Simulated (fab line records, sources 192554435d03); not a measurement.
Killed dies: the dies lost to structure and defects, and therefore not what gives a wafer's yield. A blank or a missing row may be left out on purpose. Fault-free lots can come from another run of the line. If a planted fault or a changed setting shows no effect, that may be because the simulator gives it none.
fab line records    flow n5-finfet
[record] lots = 24  wafers = 72  last-day = 20
route steps=1938 shown BEOL_M0@739 BEOL_M1@800
lots untouched by any fault: they come from a run of this same line in which no faults occurred
start-h: hours from the record's first day to the start of the lot's first wafer shown    wait-h: hours from the lot's prior step to this one    " same as the row above    L1.1+2: several wafers, shown together as one row    - value missing, or start not given    * or withheld: withheld    < > ~ a bound
route shown NAME@n: names a module that has steps shown in the file, with the first one's number in the route    usual: mean/standard deviation taken from wafers without a fault    same: alike in all rows    chamber/n: place in a boat    sites: each site's reading    _std_site: their standard deviation    _edge_site: the outer-site mean with the inner-site mean subtracted    radius-mm: how far each site lies from the wafer's centre    mask NAME#n: copy n    behind: the last tool/chamber to shape the wafer    hold: reason for holding the lot/hours on hold/outcome of the hold    device: the transistor (n, p or np) that didn't switch    end of line: tests of these same wafers at the route's end    a step without rows: its recipe alone    killed: at the first sort, the dies lost to defects and structure; wafer yield is something else    map: a wafer's dies, marking killed ones x, the rest . and places with no die _
set.NAME: the setting that was run; set.NAME@STEP: the one run at that earlier step    model.NAME: the simulator's own value behind a step, which no gauge read
a sample of lots followed through the steps of the route, with each step as a table and each wafer as a row
services: the hour from which a tool's chamber was out of use, counted from the record's first day as start-h (under 0 if before that day), plus the number of hours and why
[[steps]]
[step N5_BEOL_M0_ANNEAL_135]
[recipe] temp-c = 400  time-s = 60  ambient = vacuum
[usual] heater-power-w = 832/49
lot.wafer  tool            chamber  start-h  wait-h  heater-power-w
L074.1     pvd-sputter-02  -        117.40   0.0     861
L074.4     "               -        "        "       864
L074.6     "               -        "        "       899
L075.1     pvd-sputter-02  -        125.94   0.0     776
L075.4     "               -        "        "       859
L075.5     "               -        "        "       808
L076.2     pvd-sputter-02  -        134.94   0.0     796
L076.3     "               -        "        "       893
L076.5     "               -        "        "       874
L077.1     pvd-sputter-02  -        137.32   0.0     776
L077.4     "               -        "        "       870
L077.5     "               -        "        "       877
L078.1     pvd-sputter-01  -        139.70   0.0     782
L078.4     "               -        "        "       720
L078.6     "               -        "        "       850
L079.4     pvd-sputter-01  -        148.92   0.0     810
L079.5     "               -        "        "       857
L079.6     "               -        "        "       850
L081.1     pvd-sputter-02  -        161.61   0.0     860
L081.4     "               -        "        "       881
L081.5     "               -        "        "       869
L080.2     pvd-sputter-03  -        162.85   0.0     755
L080.3     "               -        "        "       829
L080.6     "               -        "        "       769
L082.1     pvd-sputter-02  -        170.62   0.0     869
L082.5     "               -        "        "       882
L082.6     "               -        "        "       912
L083.1     pvd-sputter-01  -        176.30   0.0     799
L083.4     "               -        "        "       842
L083.6     "               -        "        "       799
L084.2     pvd-sputter-01  -        180.46   0.0     835
L084.3     "               -        "        "       728
L084.5     "               -        "        "       817
L086.1     pvd-sputter-02  -        192.98   0.0     877
L086.4     "               -        "        "       779
L086.5     "               -        "        "       901
L085.3     pvd-sputter-02  -        195.80   0.0     883
L085.4     "               -        "        "       865
L085.5     "               -        "        "       879
L087.4     pvd-sputter-03  -        201.52   0.0     892
L087.5     "               -        "        "       875
L087.6     "               -        "        "       781
L089.3     pvd-sputter-03  -        208.74   0.0     861
L089.4     "               -        "        "       737
L089.6     "               -        "        "       821
L088.1     pvd-sputter-01  -        213.02   0.0     818
L088.4     "               -        "        "       792
L088.6     "               -        "        "       854
L090.1     pvd-sputter-03  -        218.31   0.0     818
L090.5     "               -        "        "       779
L090.6     "               -        "        "       858
L091.2     pvd-sputter-03  -        221.53   0.0     870
L091.3     "               -        "        "       820
L091.4     "               -        "        "       787
L092.2     pvd-sputter-02  -        233.55   0.0     787
L092.4     "               -        "        "       890
L092.5     "               -        "        "       891
L093.2     pvd-sputter-01  -        236.96   0.0     800
L093.3     "               -        "        "       865
L093.4     "               -        "        "       702
L094.2     pvd-sputter-03  -        241.63   0.0     812
L094.4     "               -        "        "       804
L094.5     "               -        "        "       747
L095.1     pvd-sputter-01  -        246.25   0.0     871
L095.3     "               -        "        "       742
L095.6     "               -        "        "       832
L096.2     pvd-sputter-02  -        252.60   0.0     865
L096.4     "               -        "        "       835
L096.6     "               -        "        "       876
L097.1     pvd-sputter-03  -        277.07   0.0     815
L097.2     "               -        "        "       833
L097.5     "               -        "        "       889
[step N5_BEOL_M0_ANNEAL_119]
[recipe] temp-c = 225  time-s = 90  ambient = N2
[usual] wafer_temp_C_max = 225.69/0.22
lot.wafer  tool           chamber  start-h  wait-h  wafer_temp_C_max
L074.1     rtp-anneal-02  0        117.65   0.1     225.90
L074.4     "              0        "        "       225.93
L074.6     "              0        "        "       225.61
L075.1     rtp-anneal-01  0        126.17   0.1     225.58
L075.4     "              0        "        "       225.66
L075.5     "              0        "        "       225.78
L076.2     rtp-anneal-02  0        135.51   0.4     225.84
L076.3     "              0        "        "       225.90
L076.5     "              0        "        "       225.48
L077.1     rtp-anneal-01  0        137.55   0.1     225.56
L077.4     "              0        "        "       225.36
L077.5     "              0        "        "       225.72
L078.1     rtp-anneal-02  0        139.94   0.1     225.77
L078.4     "              0        "        "       225.57
L078.6     "              0        "        "       225.57
L079.4     rtp-anneal-01  0        149.30   0.2     225.48
L079.5     "              0        "        "       225.21
L079.6     "              0        "        "       225.21
L081.1     rtp-anneal-02  0        161.96   0.2     225.52
L081.4     "              0        "        "       225.85
L081.5     "              0        "        "       225.58
L080.2     rtp-anneal-01  0        163.13   0.1     225.81
L080.3     "              0        "        "       225.73
L080.6     "              0        "        "       225.58
L082.1     rtp-anneal-01  0        170.85   0.1     225.44
L082.5     "              0        "        "       225.56
L082.6     "              0        "        "       225.71
L083.1     rtp-anneal-02  0        176.53   0.1     225.35
L083.4     "              0        "        "       225.69
L083.6     "              0        "        "       225.50
L084.2     rtp-anneal-02  0        180.74   0.1     226.04
L084.3     "              0        "        "       225.68
L084.5     "              0        "        "       225.83
L086.1     rtp-anneal-02  0        193.24   0.1     225.67
L086.4     "              0        "        "       225.69
L086.5     "              0        "        "       226.08
L085.3     rtp-anneal-01  0        196.12   0.1     225.51
L085.4     "              0        "        "       225.60
L085.5     "              0        "        "       225.60
L087.4     rtp-anneal-01  0        202.76   1.0     225.29
L087.5     "              0        "        "       225.27
L087.6     "              0        "        "       226.11
L089.3     rtp-anneal-02  0        209.20   0.3     225.66
L089.4     "              0        "        "       225.63
L089.6     "              0        "        "       225.69
L088.1     rtp-anneal-01  0        213.26   0.1     225.63
L088.4     "              0        "        "       225.87
L088.6     "              0        "        "       225.51
L090.1     rtp-anneal-01  0        218.57   0.1     225.48
L090.5     "              0        "        "       225.53
L090.6     "              0        "        "       225.43
L091.2     rtp-anneal-02  0        221.82   0.1     225.54
L091.3     "              0        "        "       225.96
L091.4     "              0        "        "       225.42
L092.2     rtp-anneal-01  0        233.83   0.1     225.84
L092.4     "              0        "        "       225.59
L092.5     "              0        "        "       225.99
L093.2     rtp-anneal-02  0        237.38   0.2     225.77
L093.3     "              0        "        "       226.07
L093.4     "              0        "        "       225.69
L094.2     rtp-anneal-01  0        241.91   0.1     225.52
L094.4     "              0        "        "       225.60
L094.5     "              0        "        "       225.89
L095.1     rtp-anneal-02  0        246.48   0.1     225.84
L095.3     "              0        "        "       225.51
L095.6     "              0        "        "       225.65
L096.2     rtp-anneal-01  0        253.03   0.3     225.49
L096.4     "              0        "        "       225.89
L096.6     "              0        "        "       225.67
L097.1     rtp-anneal-02  0        277.31   0.1     225.63
L097.2     "              0        "        "       225.68
L097.5     "              0        "        "       225.54
[step N5_BEOL_M1_TRENCH_ETCH_37]
[recipe] chemistry = C4F6/O2  target-depth-a = 552.07  target = SiOC  time-s = 29  ion-energy-ev = 250  pressure-mtorr = 30  source-w = 355  bias-w = 185  Ar_flow_sccm = 300  C4F6_flow_sccm = 10  O2_flow_sccm = 10
[usual] drypump-motor-current-A = 5.8/0.55  oes_o_777_au = 0.79/0.051  oes-product-au = 0.79/0.058  rf-vpp-V = 668/7  showerhead-plenum-p-Torr = 2.84/0.089  throttle-valve-pct = 20.76/0.19
lot.wafer  tool         chamber  start-h  wait-h  drypump-motor-current-A  oes_o_777_au  oes-product-au  rf-hours-counter-h  rf-vpp-V  showerhead-plenum-p-Torr  throttle-valve-pct
L074.1     rie-diel-06  1        -        -       5.2                      0.83          0.83            75                  673       2.77                      20.75
L074.4     "            3        "        "       5.9                      0.83          0.81            -                   665       2.77                      20.98
L074.6     "            0        "        "       6.2                      0.73          0.72            -                   657       2.83                      20.68
L075.1     rie-diel-02  3        -        -       4.8                      0.84          0.85            53                  670       2.76                      20.46
L075.4     "            2        "        "       6.1                      0.83          0.86            49                  682       2.90                      20.90
L075.5     "            1        "        "       6.4                      0.90          0.91            -                   670       3.04                      20.80
L076.2     rie-diel-06  0        -        -       6.2                      0.73          0.71            214                 657       2.83                      20.70
L076.3     "            3        "        "       5.8                      0.83          0.82            93                  663       2.76                      20.99
L076.5     "            1        "        "       5.3                      0.82          0.84            -                   673       2.76                      20.74
L077.1     rie-diel-02  0        -        -       5.8                      0.82          0.81            85                  671       2.89                      20.49
L077.4     "            3        "        "       4.7                      0.83          0.84            54                  668       2.76                      20.48
L077.5     "            3        "        "       4.7                      0.83          0.84            -                   670       2.76                      20.49
L078.1     rie-diel-02  1        -        -       6.4                      0.90          0.90            18                  670       3.04                      20.78
L078.4     "            0        "        "       5.8                      0.82          0.82            85                  670       2.89                      20.50
L078.6     "            0        "        "       5.8                      0.82          0.82            -                   671       2.89                      20.51
L079.4     rie-diel-06  3        -        -       5.8                      0.82          0.81            97                  666       2.76                      21.00
L079.5     "            3        "        "       5.8                      0.82          0.81            -                   663       2.76                      20.99
L079.6     "            2        "        "       6.6                      0.70          0.70            -                   662       2.80                      21.02
L081.1     rie-diel-02  2        -        -       6.1                      0.81          0.83            62                  682       2.89                      20.92
L081.4     "            0        "        "       5.8                      0.80          0.81            -                   672       2.88                      20.52
L081.5     "            2        "        "       6.1                      0.81          0.83            -                   682       2.90                      20.93
L080.2     rie-diel-06  1        -        -       5.2                      0.81          0.82            88                  671       2.76                      20.73
L080.3     "            2        "        "       6.6                      0.70          0.70            234                 661       2.80                      21.02
L080.6     "            2        "        "       6.6                      0.69          0.70            -                   662       2.80                      21.04
L083.1     rie-diel-02  2        -        -       6.1                      0.81          0.83            64                  682       2.89                      20.94
L083.4     "            1        "        "       6.4                      0.87          0.89            -                   670       3.03                      20.80
L083.6     "            0        "        "       5.8                      0.80          0.80            -                   670       2.88                      20.53
L082.1     rie-diel-06  0        -        -       6.2                      0.72          0.70            224                 658       2.82                      20.71
L082.5     "            3        "        "       5.8                      0.81          0.80            -                   664       2.76                      20.99
L082.6     "            2        "        "       6.6                      0.70          0.70            -                   662       2.80                      21.03
L084.2     rie-diel-06  2        -        -       6.6                      0.69          0.70            237                 662       2.80                      21.03
L084.3     "            0        "        "       6.2                      0.72          0.70            226                 655       2.82                      20.71
L084.5     "            0        "        "       6.2                      0.72          0.69            -                   656       2.82                      20.70
L085.3     rie-diel-05  3        -        -       5.8                      0.76          0.75            152                 669       2.95                      20.48
L085.4     "            1        "        "       6.0                      0.76          0.74            162                 655       2.83                      20.55
L085.5     "            2        "        "       5.3                      0.88          0.90            -                   668       2.79                      20.69
L086.1     rie-diel-06  2        -        -       6.6                      0.69          0.69            241                 662       2.80                      21.05
L086.4     "            0        "        "       6.2                      0.72          0.70            231                 656       2.82                      20.72
L086.5     "            0        "        "       6.2                      0.72          0.70            -                   657       2.82                      20.71
L087.4     rie-diel-06  1        -        -       5.2                      0.80          0.80            99                  672       2.75                      20.78
L087.5     "            2        "        "       6.6                      0.69          0.69            -                   660       2.80                      21.06
L087.6     "            3        "        "       5.8                      0.80          0.79            -                   663       2.76                      21.02
L089.3     rie-diel-06  2        -        -       6.6                      0.69          0.69            245                 662       2.80                      21.04
L089.4     "            3        "        "       5.8                      0.80          0.80            112                 663       2.76                      21.03
L089.6     "            3        "        "       5.8                      0.80          0.79            -                   662       2.76                      21.02
L088.1     rie-diel-05  2        -        -       5.3                      0.87          0.90            41                  669       2.79                      20.68
L088.4     "            3        "        "       5.8                      0.76          0.74            157                 670       2.95                      20.49
L088.6     "            0        "        "       5.0                      0.76          0.75            -                   670       2.95                      20.68
L090.1     rie-diel-02  1        -        -       6.4                      0.86          0.85            47                  669       3.02                      20.84
L090.5     "            2        "        "       6.1                      0.79          0.81            -                   682       2.89                      20.94
L090.6     "            3        "        "       4.7                      0.80          0.82            -                   670       2.75                      20.50
L091.2     rie-diel-02  2        -        -       6.1                      0.79          0.81            82                  680       2.89                      20.97
L091.3     "            0        "        "       5.7                      0.79          0.79            109                 671       2.88                      20.54
L091.4     "            3        "        "       4.8                      0.80          0.81            78                  668       2.75                      20.50
L092.2     rie-diel-05  1        -        -       6.0                      0.74          0.73            175                 659       2.83                      20.57
L092.4     "            0        "        "       5.0                      0.75          0.75            179                 670       2.95                      20.69
L092.5     "            3        "        "       5.8                      0.75          0.74            -                   671       2.95                      20.48
L093.2     rie-diel-02  1        -        -       6.4                      0.83          0.85            54                  669       3.02                      20.84
L093.3     "            3        "        "       4.7                      0.79          0.81            84                  669       2.75                      20.50
L093.4     "            2        "        "       6.1                      0.78          0.81            88                  681       2.88                      20.98
L094.2     rie-diel-02  0        -        -       5.8                      0.79          0.79            115                 670       2.88                      20.53
L094.4     "            1        "        "       6.4                      0.84          0.85            55                  670       3.02                      20.86
L094.5     "            3        "        "       4.7                      0.79          0.81            -                   670       2.75                      20.50
L095.1     rie-diel-06  0        -        -       6.2                      0.70          0.69            253                 659       2.81                      20.74
L095.3     "            3        "        "       5.8                      0.78          0.78            132                 665       2.75                      21.04
L095.6     "            0        "        "       6.2                      0.71          0.67            -                   657       2.81                      20.74
L096.2     rie-diel-02  0        -        -       5.8                      0.78          0.79            121                 670       2.87                      20.55
L096.4     "            2        "        "       6.1                      0.77          0.79            95                  680       2.88                      20.98
L096.6     "            2        "        "       6.1                      0.78          0.80            -                   682       2.88                      20.98
L097.1     rie-diel-02  2        -        -       6.1                      0.77          0.79            99                  681       2.88                      20.99
L097.2     "            1        "        "       6.4                      0.83          0.83            64                  668       3.02                      20.85
L097.5     "            1        "        "       6.4                      0.83          0.84            -                   668       3.02                      20.85
[step N5_BEOL_M1_DEGAS_44]
[recipe] ambient = vacuum  temp-c = 250  time-s = 60
[usual] heater-power-w = 328/20
lot.wafer  tool            chamber  start-h  wait-h  heater-power-w
L074.1     pvd-sputter-02  -        129.80   0.2     347
L074.4     "               -        "        "       351
L074.6     "               -        "        "       354
L075.1     pvd-sputter-03  -        139.79   0.2     314
L075.4     "               -        "        "       302
L075.5     "               -        "        "       326
L076.2     pvd-sputter-03  -        139.87   0.1     310
L076.3     "               -        "        "       352
L076.5     "               -        "        "       351
L077.1     pvd-sputter-03  -        145.85   0.4     349
L077.4     "               -        "        "       332
L077.5     "               -        "        "       320
L078.1     pvd-sputter-01  -        145.96   0.0     298
L078.4     "               -        "        "       330
L078.6     "               -        "        "       325
L079.4     pvd-sputter-03  -        156.11   0.2     300
L079.5     "               -        "        "       324
L079.6     "               -        "        "       313
L081.1     pvd-sputter-03  -        181.22   0.2     350
L081.4     "               -        "        "       314
L081.5     "               -        "        "       298
L080.2     pvd-sputter-03  -        181.66   0.3     320
L080.3     "               -        "        "       321
L080.6     "               -        "        "       347
L083.1     pvd-sputter-03  -        184.70   0.3     293
L083.4     "               -        "        "       330
L083.6     "               -        "        "       299
L082.1     pvd-sputter-03  -        185.00   0.4     353
L082.5     "               -        "        "       320
L082.6     "               -        "        "       351
L084.2     pvd-sputter-02  -        189.90   0.3     316
L084.3     "               -        "        "       342
L084.5     "               -        "        "       352
L085.3     pvd-sputter-03  -        205.78   0.6     355
L085.4     "               -        "        "       304
L085.5     "               -        "        "       326
L086.1     pvd-sputter-01  -        206.80   0.6     294
L086.4     "               -        "        "       336
L086.5     "               -        "        "       296
L087.4     pvd-sputter-01  -        215.30   0.5     320
L087.5     "               -        "        "       316
L087.6     "               -        "        "       337
L089.3     pvd-sputter-03  -        218.67   0.3     296
L089.4     "               -        "        "       357
L089.6     "               -        "        "       328
L088.1     pvd-sputter-03  -        222.87   0.4     329
L088.4     "               -        "        "       327
L088.6     "               -        "        "       292
L090.1     pvd-sputter-02  -        233.75   0.8     354
L090.5     "               -        "        "       345
L090.6     "               -        "        "       323
L091.2     pvd-sputter-01  -        236.52   0.5     325
L091.3     "               -        "        "       332
L091.4     "               -        "        "       335
L092.2     pvd-sputter-03  -        251.48   0.0     320
L092.4     "               -        "        "       312
L092.5     "               -        "        "       364
L093.2     pvd-sputter-01  -        255.87   0.4     297
L093.3     "               -        "        "       322
L093.4     "               -        "        "       328
L094.2     pvd-sputter-01  -        256.81   0.5     298
L094.4     "               -        "        "       340
L094.5     "               -        "        "       352
L095.1     pvd-sputter-02  -        269.06   0.0     315
L095.3     "               -        "        "       360
L095.6     "               -        "        "       354
L096.2     pvd-sputter-03  -        279.61   0.8     328
L096.4     "               -        "        "       309
L096.6     "               -        "        "       351
L097.1     pvd-sputter-02  -        291.62   0.0     357
L097.2     "               -        "        "       349
L097.5     "               -        "        "       360
[step N5_BEOL_M1_ANNEAL_49]
[recipe] temp-c = 400  time-s = 240  ambient = vacuum
[usual] heater-power-w = 824/53
lot.wafer  tool            chamber  start-h  wait-h  heater-power-w
L074.1     pvd-sputter-02  -        130.74   0.0     891
L074.4     "               -        "        "       804
L074.6     "               -        "        "       860
L075.1     pvd-sputter-01  -        140.42   0.0     800
L075.4     "               -        "        "       854
L075.5     "               -        "        "       839
L076.2     pvd-sputter-02  -        142.26   0.0     799
L076.3     "               -        "        "       874
L076.5     "               -        "        "       871
L077.1     pvd-sputter-03  -        146.97   0.0     885
L077.4     "               -        "        "       824
L077.5     "               -        "        "       788
L078.1     pvd-sputter-03  -        148.81   0.0     785
L078.4     "               -        "        "       757
L078.6     "               -        "        "       759
L079.4     pvd-sputter-02  -        157.13   0.0     870
L079.5     "               -        "        "       894
L079.6     "               -        "        "       870
L081.1     pvd-sputter-03  -        182.42   0.0     803
L081.4     "               -        "        "       890
L081.5     "               -        "        "       741
L080.2     pvd-sputter-02  -        182.92   0.0     877
L080.3     "               -        "        "       878
L080.6     "               -        "        "       886
L083.1     pvd-sputter-01  -        185.52   0.0     740
L083.4     "               -        "        "       848
L083.6     "               -        "        "       788
L082.1     pvd-sputter-03  -        185.88   0.0     821
L082.5     "               -        "        "       737
L082.6     "               -        "        "       808
L084.2     pvd-sputter-03  -        190.69   0.0     768
L084.3     "               -        "        "       819
L084.5     "               -        "        "       748
L085.3     pvd-sputter-03  -        206.66   0.0     789
L085.4     "               -        "        "       800
L085.5     "               -        "        "       808
L086.1     pvd-sputter-01  -        207.72   0.0     856
L086.4     "               -        "        "       830
L086.5     "               -        "        "       863
L087.4     pvd-sputter-01  -        216.24   0.0     848
L087.5     "               -        "        "       829
L087.6     "               -        "        "       740
L089.3     pvd-sputter-03  -        219.45   0.0     799
L089.4     "               -        "        "       821
L089.6     "               -        "        "       870
L088.1     pvd-sputter-01  -        223.80   0.0     864
L088.4     "               -        "        "       727
L088.6     "               -        "        "       806
L090.1     pvd-sputter-02  -        234.65   0.0     879
L090.5     "               -        "        "       863
L090.6     "               -        "        "       887
L091.2     pvd-sputter-02  -        238.77   0.0     813
L091.3     "               -        "        "       904
L091.4     "               -        "        "       874
L092.2     pvd-sputter-01  -        253.95   0.0     793
L092.4     "               -        "        "       711
L092.5     "               -        "        "       849
L093.2     pvd-sputter-02  -        256.64   0.0     898
L093.3     "               -        "        "       884
L093.4     "               -        "        "       801
L094.2     pvd-sputter-02  -        259.00   0.0     790
L094.4     "               -        "        "       890
L094.5     "               -        "        "       900
L095.1     pvd-sputter-01  -        270.24   0.0     794
L095.3     "               -        "        "       720
L095.6     "               -        "        "       831
L096.2     pvd-sputter-03  -        280.69   0.0     799
L096.4     "               -        "        "       872
L096.6     "               -        "        "       778
L097.1     pvd-sputter-01  -        292.33   0.0     741
L097.2     "               -        "        "       797
L097.5     "               -        "        "       749
[step N5_BEOL_M1_SPUTTER_92]
[recipe] material = Cu  target-thk-a = 45  temp-c = -20  chamber-pressure-pa = 0.07  power-w = withheld  time-s = 8.29
[usual] throttle-valve-pct = 30.5/0.63
lot.wafer  tool            chamber  start-h  wait-h  throttle-valve-pct
L074.1     pvd-sputter-02  -        131.98   0.1     30.3
L074.4     "               -        "        "       29.7
L074.6     "               -        "        "       30.9
L075.1     pvd-sputter-01  -        141.66   0.1     31.7
L075.4     "               -        "        "       30.9
L075.5     "               -        "        "       30.3
L076.2     pvd-sputter-02  -        143.50   0.1     29.8
L076.3     "               -        "        "       30.2
L076.5     "               -        "        "       31.0
L077.1     pvd-sputter-03  -        148.21   0.1     30.1
L077.4     "               -        "        "       29.7
L077.5     "               -        "        "       29.9
L078.1     pvd-sputter-03  -        150.05   0.1     30.2
L078.4     "               -        "        "       30.7
L078.6     "               -        "        "       30.8
L079.4     pvd-sputter-02  -        158.37   0.1     31.0
L079.5     "               -        "        "       30.3
L079.6     "               -        "        "       30.1
L081.1     pvd-sputter-03  -        183.66   0.1     29.6
L081.4     "               -        "        "       30.2
L081.5     "               -        "        "       30.5
L080.2     pvd-sputter-02  -        184.16   0.1     29.8
L080.3     "               -        "        "       30.3
L080.6     "               -        "        "       30.1
L083.1     pvd-sputter-01  -        186.76   0.1     31.5
L083.4     "               -        "        "       30.3
L083.6     "               -        "        "       32.0
L082.1     pvd-sputter-03  -        187.12   0.1     29.6
L082.5     "               -        "        "       30.8
L082.6     "               -        "        "       29.7
L084.2     pvd-sputter-03  -        191.93   0.1     30.6
L084.3     "               -        "        "       29.5
L084.5     "               -        "        "       30.5
L085.3     pvd-sputter-03  -        207.90   0.1     30.3
L085.4     "               -        "        "       29.4
L085.5     "               -        "        "       29.6
L086.1     pvd-sputter-01  -        208.96   0.1     30.2
L086.4     "               -        "        "       30.6
L086.5     "               -        "        "       30.2
L087.4     pvd-sputter-01  -        217.48   0.1     30.9
L087.5     "               -        "        "       30.9
L087.6     "               -        "        "       31.4
L089.3     pvd-sputter-03  -        220.69   0.1     29.9
L089.4     "               -        "        "       29.4
L089.6     "               -        "        "       30.3
L088.1     pvd-sputter-01  -        225.04   0.1     30.0
L088.4     "               -        "        "       31.4
L088.6     "               -        "        "       31.7
L090.1     pvd-sputter-02  -        235.89   0.1     30.1
L090.5     "               -        "        "       30.1
L090.6     "               -        "        "       30.2
L091.2     pvd-sputter-02  -        240.01   0.1     29.7
L091.3     "               -        "        "       30.4
L091.4     "               -        "        "       30.2
L092.2     pvd-sputter-01  -        255.19   0.1     31.5
L092.4     "               -        "        "       31.4
L092.5     "               -        "        "       31.1
L093.2     pvd-sputter-02  -        257.88   0.1     30.1
L093.3     "               -        "        "       30.2
L093.4     "               -        "        "       29.8
L094.2     pvd-sputter-02  -        260.24   0.1     30.0
L094.4     "               -        "        "       30.1
L094.5     "               -        "        "       30.1
L095.1     pvd-sputter-01  -        271.48   0.1     31.4
L095.3     "               -        "        "       31.4
L095.6     "               -        "        "       30.8
L096.2     pvd-sputter-03  -        281.93   0.1     30.1
L096.4     "               -        "        "       30.4
L096.6     "               -        "        "       30.6
L097.1     pvd-sputter-01  -        293.57   0.1     31.4
L097.2     "               -        "        "       31.7
L097.5     "               -        "        "       31.3
[[services]]
tool            chamber  start-h  hours  kind
rie-diel-02     0        96.26    6.7    repair
rie-diel-02     -        97.17    0.2    repair
rie-diel-02     -        112.60   2.8    pm
pvd-sputter-01  -        115.28   5.0    repair
rie-diel-06     2        128.81   12.8   repair
pvd-sputter-01  -        137.31   1.3    repair
rie-diel-06     -        143.51   0.7    repair
pvd-sputter-03  -        164.50   2.8    repair
rie-diel-02     3        173.20   15.3   repair
rie-diel-02     0        191.16   13.6   repair
rie-diel-06     2        235.12   -      clean
rie-diel-06     2        235.12   -      consumable-replace:focus-ring
rie-diel-06     2        235.12   34.8   scheduled-down
rie-diel-06     2        235.12   34.8   vent-cycle
rie-diel-05     1        268.62   5.2    repair
rie-diel-06     0        269.92   -      clean
rie-diel-06     0        269.92   -      consumable-replace:focus-ring
rie-diel-06     0        269.92   19.5   scheduled-down
rie-diel-06     0        269.92   19.5   vent-cycle
[[key]]
fault none
